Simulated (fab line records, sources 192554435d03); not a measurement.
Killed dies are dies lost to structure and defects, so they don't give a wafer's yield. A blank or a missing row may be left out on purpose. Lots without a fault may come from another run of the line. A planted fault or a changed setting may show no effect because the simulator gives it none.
Chamber matching | flow n5_finfet | N5_BEOL_M5_STRIP_36 on rie_diel-01: 4 sister chambers
The step strips in N2/H2. 20 wafers are shown with their chamber, then 10 later ones without.

WAFERS WITH THEIR CHAMBER
wafer  | chamber | throttle_valve_pct (%) | drypump_motor_current_A (A) | showerhead_plenum_p_Torr (Torr)
L076.1 | 1       | 23.17                  | 5.9                         | 2.45
L076.2 | 0       | 23.34                  | 6.1                         | 2.48
L076.3 | 2       | 24.09                  | 6.0                         | 2.50
L076.4 | 1       | 23.23                  | 5.9                         | 2.45
L076.5 | 2       | 24.07                  | 6.0                         | 2.50
L076.6 | 0       | 23.30                  | 6.1                         | 2.48
L077.1 | 3       | 23.78                  | 6.7                         | 2.54
L077.4 | 1       | 23.23                  | 5.9                         | 2.45
L077.6 | 2       | 24.09                  | 6.0                         | 2.50
L084.3 | 2       | 24.11                  | 6.1                         | 2.49
L084.5 | 3       | 23.76                  | 6.6                         | 2.54
L084.6 | 2       | 24.12                  | 6.0                         | 2.49
L087.1 | 0       | 23.37                  | 6.1                         | 2.47
L087.3 | 2       | 24.16                  | 6.1                         | 2.49
L087.4 | 3       | 23.79                  | 6.7                         | 2.53
L088.1 | 2       | 24.14                  | 6.1                         | 2.49
L088.4 | 0       | 23.37                  | 6.1                         | 2.47
L088.5 | 3       | 23.78                  | 6.7                         | 2.53
L091.1 | 0       | 23.38                  | 6.1                         | 2.47
L091.2 | 2       | 24.16                  | 6.0                         | 2.49

SIGNATURES (means of the wafers above)
reading                  | chamber 0 | chamber 1 | chamber 2 | chamber 3 | scatter within a chamber
throttle_valve_pct       | 23.3520   | 23.2100   | 24.1175   | 23.7775   | 0.0307
drypump_motor_current_A  | 6.100     | 5.900     | 6.037     | 6.675     | 0.0405
showerhead_plenum_p_Torr | 2.4740    | 2.4500    | 2.4938    | 2.5350    | 0.00505
Rule: a wafer's distance from a chamber is the root of the sum, over the readings, of the square of ((its reading less the chamber's mean) divided by the reading's scatter). The wafer belongs to the nearest chamber; if the next one is less than 2 further off, it can't be placed. The scatter: the root of (the sum of the squares of (reading less its chamber's mean) over the shown wafers, divided by (wafers less chambers)).

WAFERS WITHOUT THEIR CHAMBER
wafer  | throttle_valve_pct (%) | drypump_motor_current_A (A) | showerhead_plenum_p_Torr (Torr)
L091.3 | 23.78                  | 6.7                         | 2.53
L091.4 | 23.26                  | 5.9                         | 2.44
L091.5 | 23.38                  | 6.1                         | 2.47
L091.6 | 23.77                  | 6.7                         | 2.53
L089.3 | 24.15                  | 6.1                         | 2.49
L089.5 | 24.13                  | 6.1                         | 2.49
L089.6 | 23.28                  | 5.9                         | 2.44
L095.2 | 23.79                  | 6.7                         | 2.53
L095.3 | 23.26                  | 5.9                         | 2.44
L095.4 | 23.38                  | 6.1                         | 2.47

WHICH CHAMBER EACH WENT THROUGH
wafer  | from the rows above | in truth
L091.3 | 3                   | 3
L091.4 | 1                   | 1
L091.5 | 0                   | 0
L091.6 | 3                   | 3
L089.3 | 2                   | 2
L089.5 | 2                   | 2
L089.6 | 1                   | 1
L095.2 | 3                   | 3
L095.3 | 1                   | 1
L095.4 | 0                   | 0
Placed correctly: 10 of 10. Can't be placed from these rows: 0. Placed wrongly: 0.
